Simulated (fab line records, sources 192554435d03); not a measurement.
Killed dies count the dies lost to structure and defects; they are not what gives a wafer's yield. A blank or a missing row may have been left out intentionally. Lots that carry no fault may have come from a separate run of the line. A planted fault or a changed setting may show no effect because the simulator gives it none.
Chamber matching ; flow n5_finfet ; N5_BEOL_M6_CMP_52 on cmp-04 has 4 sister chambers
The step polishes, stops on SiCOH lowk, t overpolish 6.9 s, target thk 80 nm. 8 wafers are shown with their chamber, then 7 later ones without.

## EACH WAFER AND ITS CHAMBER
wafer;chamber;motor_current_A (A);overpolish_run_s (s)
L077.6;2;5.7;6.905
L083.5;1;6.2;6.901
L083.6;0;5.9;6.911
L085.2;3;7.0;6.897
L085.3;1;6.4;6.911
L085.6;3;7.0;6.916
L087.2;0;6.1;6.905
L087.3;2;5.9;6.896

## WAFERS WITHOUT THEIR CHAMBER
wafer;motor_current_A (A);overpolish_run_s (s)
L087.6;7.4;6.902
L090.1;5.9;6.896
L090.4;5.7;6.894
L090.6;6.0;6.901
L095.1;7.3;6.888
L095.2;5.8;6.891
L095.4;6.0;6.892

## THE CHAMBER EACH PASSED THROUGH
wafer;from the rows above;in truth
L087.6;3;3
L090.1;can't be placed: 2 or 0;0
L090.4;can't be placed: 2 or 0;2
L090.6;can't be placed: 0 or 2 or 1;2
L095.1;3;3
L095.2;can't be placed: 2 or 0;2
L095.4;can't be placed: 0 or 2 or 1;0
2 of 7 placed correctly. Can't be placed from these rows: 5 (the true chamber is among the candidates in 5). Number placed wrongly: 0.
How it was worked out, from the rows above alone: a wafer's distance from a chamber is the root of the sum, over the readings, of the square of ((its reading less the chamber's mean) divided by the reading's scatter). If the next closest chamber is less than 2 further off than the closest, the wafer can't be placed; otherwise it belongs to the closest. Each chamber's mean is taken over the wafers shown for it. How the scatter is found: for the shown wafers, subtract from each reading the mean of its chamber, square and add these, divide the total by (wafers less chambers), then take the root.
